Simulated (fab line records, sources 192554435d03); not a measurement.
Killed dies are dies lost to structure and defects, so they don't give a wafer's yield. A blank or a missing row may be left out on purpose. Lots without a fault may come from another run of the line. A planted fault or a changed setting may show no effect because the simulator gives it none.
Which tool did it? | flow n5_finfet | 11 lots, 31 wafers sampled, at 6 steps of a route of 1938

WHAT THE GAUGES READ, wafer by wafer
N5_FIN_SAQP_OCD_MEAS_76.
lot  | measured    | on     | trench_depth_nm (nm)
L984 | day 2 14:00 | ocd-01 | 120.6 119.0 120.0
L986 | day 3 02:56 | ocd-01 | 113.8 121.4
L987 | day 3 08:28 | ocd-01 | 121.0 124.3
L988 | day 3 15:38 | ocd-01 | 0 0.0 0.3
L989 | day 3 20:14 | ocd-01 | 0.6 0.1 0.3
L990 | day 4 03:20 | ocd-01 | 0.5 0.3 0.2
L994 | day 5 02:13 | ocd-02 | 124.7 118.9 120.3
L996 | day 5 15:00 | ocd-02 | 120.4 112.4 124.9
L997 | day 5 20:04 | ocd-01 | 117.4 121.3 121.3
L998 | day 6 03:04 | ocd-02 | 119.1 119.8 120.8
L102 | day 7 02:16 | ocd-01 | 123.2 120.0 117.6

N5_BEOL_M4_RC_MEAS_101.
lot  | measured     | on        | DIBL_N (mV/V)  | DIBL_P (mV/V) | IOFF_N (nA/um) | IOFF_P (nA/um) | ION_N (uA/um) | ION_P (uA/um) | SS_N (mV/dec)  | SS_P (mV/dec)  | VT_N (mV)   | VT_P (mV)
L984 | day 9 03:12  | prober-02 | 40.5 36.0 39.7 | 41 35 40      | 0.25 0.13 0.21 | 0.29 0.17 0.25 | 710 677 681   | 483 464 463   | 72.2 70.9 72.3 | 74.0 73.0 73.7 | 244 252 248 | -246 -254 -248
L986 | day 9 09:36  | prober-02 | 35.9 34.6      | 37 35         | 0.16 0.13      | 0.24 0.20      | 684 676       | 478 471       | 72.1 71.6      | 73.5 73.7      | 250 252     | -249 -249
L987 | day 9 06:55  | prober-02 | 35.2 32.3      | 35 32         | 0.13 0.09      | 0.17 0.13      | 662 655       | 449 454       | 71.6 70.1      | 72.9 73.1      | 250 256     | -253 -257
L994 | day 11 05:14 | prober-02 | 32.9 35.1 36.9 | 32 34 37      | 0.09 0.12 0.15 | 0.14 0.16 0.19 | 649 669 671   | 452 460 461   | 71.6 71.0 71.4 | 72.4 73.0 73.3 | 257 257 255 | -256 -256 -251
L996 | day 11 05:06 | prober-01 | 30.9 30.3 31.9 | 30 31 32      | 0.10 0.09 0.10 | 0.16 0.19 0.19 | 663 652 657   | 456 472 464   | 70.4 69.6 70.5 | 71.9 71.8 71.8 | 257 254 255 | -247 -246 -245
L997 | day 12 03:56 | prober-01 | 35.7 35.8 35.6 | 35 37 35      | 0.14 0.15 0.16 | 0.22 0.27 0.23 | 679 676 697   | 467 478 488   | 71.4 71.1 71.5 | 73.6 73.7 73.8 | 252 251 247 | -247 -243 -243
L998 | day 12 09:24 | prober-02 | 37.0 36.2 36.2 | 39 36 36      | 0.18 0.16 0.15 | 0.28 0.22 0.21 | 683 672 682   | 471 460 465   | 71.1 71.4 70.8 | 73.8 73.6 73.3 | 246 246 246 | -245 -247 -248
L102 | day 13 04:11 | prober-02 | 33.8 34.3 33.3 | 33 34 32      | 0.11 0.11 0.11 | 0.15 0.15 0.14 | 667 678 684   | 458 467 468   | 70.2 70.8 69.6 | 71.5 71.8 71.5 | 254 258 256 | -256 -253 -257

WHICH TOOL RAN EACH LOT (tool, then ch and the chambers of the sampled wafers, then the start)
lot  | N5_FIN_SAQP_ETCH_65             | N5_FIN_SAQP_STRIP_77              | N5_FIN_SAQP_ETCH_64             | N5_FIN_SAQP_FIN_ETCH_36
L984 | rie_si-01 ch 0,2,3, day 2 11:56 | rie_diel-04 ch 1,2,3, day 2 13:35 | rie_si-02 ch 1,3, day 2 13:46   | rie_si-02 ch 1,3, day 2 13:47
L986 | rie_si-02 ch 1,3, day 3 00:43   | rie_diel-06 ch 1,3, day 3 02:29   | rie_si-01 ch 1,2, day 3 02:40   | rie_si-01 ch 1,2, day 3 02:41
L987 | rie_si-04 ch 0,2, day 3 06:17   | rie_diel-05 ch 2,3, day 3 08:02   | rie_si-01 ch 0,1, day 3 08:13   | rie_si-01 ch 0,1, day 3 08:14
L988 | rie_si-04 ch 0,2,3, day 3 13:10 | rie_diel-06 ch 0,3, day 3 15:13   | rie_si-04 ch 0,2,3, day 3 15:23 | rie_si-04 ch 0,2,3, day 3 15:25
L989 | rie_si-02 ch 0,1,3, day 3 18:07 | rie_diel-06 ch 0,1,3, day 3 19:50 | rie_si-01 ch 1,2,3, day 3 20:00 | rie_si-01 ch 1,2,3, day 3 20:01
L990 | rie_si-02 ch 0,2,3, day 4 00:59 | rie_diel-04 ch 2,3, day 4 02:56   | rie_si-04 ch 1,2,3, day 4 03:06 | rie_si-04 ch 1,2,3, day 4 03:07
L994 | rie_si-02 ch 0,3, day 4 23:58   | rie_diel-05 ch 0,1,3, day 5 01:48 | rie_si-01 ch 0,1, day 5 01:59   | rie_si-01 ch 0,1, day 5 02:00
L996 | rie_si-02 ch 1,2,3, day 5 13:04 | rie_diel-05 ch 0,2,3, day 5 14:35 | rie_si-01 ch 0,1,2, day 5 14:46 | rie_si-01 ch 0,1,2, day 5 14:47
L997 | rie_si-01 ch 0,2,3, day 5 18:07 | rie_diel-05 ch 0,1, day 5 19:39   | rie_si-04 ch 2,3, day 5 19:49   | rie_si-04 ch 2,3, day 5 19:50
L998 | rie_si-02 ch 0,1,2, day 6 01:08 | rie_diel-04 ch 0,1,2, day 6 02:40 | rie_si-04 ch 0,1,3, day 6 02:50 | rie_si-04 ch 0,1,3, day 6 02:51
L102 | rie_si-02 ch 1,3, day 7 00:10   | rie_diel-06 ch 0,3, day 7 01:51   | rie_si-02 ch 0,2,3, day 7 02:01 | rie_si-02 ch 0,2,3, day 7 02:02
- N5_FIN_SAQP_ETCH_65: etches SiO2 in CF4, target depth 4 nm, time 4.4 s.
- N5_FIN_SAQP_STRIP_77: strips in N2/H2, time 90 s.
- N5_FIN_SAQP_ETCH_64: etches SiO2 in CF4, target depth 1.5 nm.
- N5_FIN_SAQP_FIN_ETCH_36: etches the open film in HBr/Cl2/O2, target depth 120 nm, time 50.4 s.

WHAT THE TOOLS THEMSELVES READ (means of the sampled wafers that have a number; where no wafer has one, the mark that the record gives instead)
N5_FIN_SAQP_ETCH_65.
lot  | tool      | bias_w (W) | cf4_flow_sccm (sccm) | drypump_motor_current_A (A) | oes_product_au (a.u.) | throttle_valve_pct (%)
L984 | rie_si-01 | 401.3      | 80.07                | 5.8                         | 0.982                 | 21.84
L986 | rie_si-02 | 399.1      | 80.06                | 6.2                         | 1.000                 | 21.87
L987 | rie_si-04 | 400.1      | 80.16                | 5.7                         | 0.990                 | 21.84
L988 | rie_si-04 | 400.8      | 80.11                | 5.6                         | 0.993                 | 21.80
L989 | rie_si-02 | 400.5      | 80.02                | 6.1                         | 1.007                 | 21.91
L990 | rie_si-02 | 400.2      | 79.92                | 6.4                         | 1.003                 | 21.93
L994 | rie_si-02 | 400.1      | 80.10                | 6.4                         | 1.009                 | 21.96
L996 | rie_si-02 | 399.9      | 80.12                | 6.2                         | 0.998                 | 21.88
L997 | rie_si-01 | 400.5      | 79.84                | 5.8                         | 0.976                 | 21.84
L998 | rie_si-02 | 400.4      | 79.99                | 5.9                         | 1.024                 | 21.91
L102 | rie_si-02 | 397.7      | 80.13                | 5.9                         | 1.003                 | 21.85

N5_FIN_SAQP_STRIP_77.
lot  | tool        | drypump_motor_current_A (A) | oes_product_au (a.u.) | rf_vpp_V (V) | showerhead_plenum_p_Torr (Torr) | throttle_valve_pct (%)
L984 | rie_diel-04 | 6.1                         | 0.84                  | 45.2         | 3.53                            | 12.11
L986 | rie_diel-06 | 5.8                         | 0.88                  | 46.3         | 3.55                            | 12.00
L987 | rie_diel-05 | 5.7                         | 0.82                  | 46.1         | 3.39                            | 11.79
L988 | rie_diel-06 | 6.0                         | 0.76                  | 45.1         | 3.53                            | 12.37
L989 | rie_diel-06 | 6.0                         | 0.83                  | 45.0         | 3.54                            | 12.16
L990 | rie_diel-04 | 6.3                         | 0.87                  | 46.4         | 3.55                            | 12.13
L994 | rie_diel-05 | 5.9                         | 0.82                  | 45.7         | 3.52                            | 12.00
L996 | rie_diel-05 | 5.9                         | 0.85                  | 45.6         | 3.44                            | 11.78
L997 | rie_diel-05 | 6.0                         | 0.83                  | 45.3         | 3.54                            | 12.21
L998 | rie_diel-04 | 5.7                         | 0.82                  | 46.4         | 3.45                            | 12.15
L102 | rie_diel-06 | 5.9                         | 0.74                  | 45.7         | 3.51                            | 12.45

N5_FIN_SAQP_ETCH_64.
lot  | tool      | bias_w (W) | cf4_flow_sccm (sccm) | drypump_motor_current_A (A) | oes_product_au (a.u.) | throttle_valve_pct (%)
L984 | rie_si-02 | 399.8      | 79.78                | 5.9                         | 0.995                 | 21.84
L986 | rie_si-01 | 400.2      | 80.00                | 5.8                         | 0.972                 | 21.69
L987 | rie_si-01 | 399.2      | 79.77                | 5.8                         | 1.013                 | 21.55
L988 | rie_si-04 | 399.4      | 80.12                | 5.6                         | 0.989                 | 21.79
L989 | rie_si-01 | 400.5      | 80.06                | 5.9                         | 0.985                 | 21.80
L990 | rie_si-04 | 400.1      | 79.86                | 5.7                         | 0.990                 | 21.82
L994 | rie_si-01 | 400.6      | 80.16                | 5.8                         | 1.012                 | 21.53
L996 | rie_si-01 | 400.1      | 80.08                | 5.7                         | 0.981                 | 21.66
L997 | rie_si-04 | 400.2      | 79.83                | 5.6                         | 0.981                 | 21.79
L998 | rie_si-04 | 399.9      | 79.98                | 5.7                         | 0.989                 | 21.72
L102 | rie_si-02 | 400.1      | 79.84                | 6.4                         | 1.009                 | 21.93

N5_FIN_SAQP_FIN_ETCH_36.
lot  | tool      | HBr_flow_sccm (sccm) | O2_flow_sccm (sccm) | drypump_motor_current_A (A) | oes_product_au (a.u.) | throttle_valve_pct (%)
L984 | rie_si-02 | 149.5                | 11.99               | 5.9                         | 0.983                 | 36.1
L986 | rie_si-01 | 149.6                | 11.96               | 5.8                         | 0.978                 | 36.0
L987 | rie_si-01 | 150.4                | 11.95               | 5.7                         | 1.010                 | 36.0
L988 | rie_si-04 | -                    | -                   | -                           | -                     | -
L989 | rie_si-01 | -                    | -                   | -                           | -                     | -
L990 | rie_si-04 | -                    | -                   | -                           | -                     | -
L994 | rie_si-01 | 150.7                | 11.99               | 5.8                         | 1.005                 | 35.9
L996 | rie_si-01 | 150.1                | 12.05               | 5.7                         | 0.987                 | 36.0
L997 | rie_si-04 | 149.9                | 12.02               | 5.6                         | 0.994                 | 36.1
L998 | rie_si-04 | 149.4                | 12.00               | 5.7                         | 1.000                 | 35.8
L102 | rie_si-02 | 150.1                | 11.99               | 6.4                         | 0.996                 | 35.9

THE ANSWER, worked out from the rows above alone
Rule: what is usual is taken from the lots themselves. Put in order of their means at a reading, lots are off if they are a third of the lots or fewer, leave a main group of 4 or more, and stand apart from it by a gap of 3 or more times the standard deviation of the main group's means; of several such gaps the widest counts. A main group whose means are all the same, to the digits that the tables above print for the reading, isn't used. A lot without any number at a reading at which 4 lots or more have one is off too. The other lots that the step has rows for count as sound. The gauges are gone through in route order, then the tools' own readings, and for those a lot's mean is taken as printed above. The first step at which some lot is off is used, and at that step the reading that is off furthest; a lot without a number counts as furthest.
Off: L988, L989, L990, at N5_FIN_SAQP_OCD_MEAS_76 (trench_depth_nm). The main group: mean 120.1 nm, standard deviation 1.4.
A tool fits if, at a process step before that reading, it ran every lot that is off, and no sound lot after the first of them. The gauges at N5_FIN_SAQP_OCD_MEAS_76 aren't tried: what is off there is off at N5_FIN_SAQP_FIN_ETCH_36 too, on other tools, and a gauge's error can't cause that. None of those tried fits.

WHAT THE SIMULATOR HAD PUT IN
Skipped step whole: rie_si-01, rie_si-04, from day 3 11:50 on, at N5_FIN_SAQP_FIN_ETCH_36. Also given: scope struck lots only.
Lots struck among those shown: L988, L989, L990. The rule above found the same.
